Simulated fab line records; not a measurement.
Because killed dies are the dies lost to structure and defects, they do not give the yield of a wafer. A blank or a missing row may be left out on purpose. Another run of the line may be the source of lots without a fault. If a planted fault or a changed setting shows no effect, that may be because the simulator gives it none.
Chamber matching	flow nand-harc	NHARC_A_STAIRCASE_DEP_151 on pecvd-01: 3 sister chambers
The step deposits SiO2, target thk 7200 nm. 3 wafers are shown with their chamber, then 11 later ones without.

== WAFERS, EACH WITH ITS CHAMBER ==
wafer	chamber	heater-power-w (W)
L082.1	2	717
L084.4	1	672
L088.3	0	788

== WAFERS WITHOUT THEIR CHAMBER ==
wafer	heater-power-w (W)
L088.4	642
L088.6	677
L090.2	757
L090.3	734
L090.5	636
L092.4	640
L092.5	688
L092.6	628
L096.2	816
L096.3	778
L096.5	645

== THE CHAMBER EACH PASSED THROUGH ==
wafer	from the rows above	in truth
L088.4	can't be placed: 1 or 2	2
L088.6	can't be placed: 1 or 2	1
L090.2	can't be placed: 0 or 2 or 1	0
L090.3	can't be placed: 2 or 0 or 1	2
L090.5	can't be placed: 1 or 2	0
L092.4	can't be placed: 1 or 2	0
L092.5	can't be placed: 1 or 2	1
L092.6	can't be placed: 1 or 2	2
L096.2	0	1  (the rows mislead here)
L096.3	can't be placed: 0 or 2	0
L096.5	can't be placed: 1 or 2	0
Correct placement for 0 of the 11. These rows do not allow placing 10 (true chamber among the candidates in 7). Wrongly placed: 1.
How it was worked out, from the rows above alone: a wafer's distance from a chamber is the root of the sum, over the readings, of the square of ((its reading less the chamber's mean) divided by the reading's scatter). If the next closest chamber is less than 2 further off than the closest, the wafer can't be placed; otherwise it belongs to the closest. A chamber's mean is the mean of its shown wafers. The scatter (one wafer shown for each chamber): square how far every hidden wafer sits from the nearest shown wafer, average those squares and take the square root.
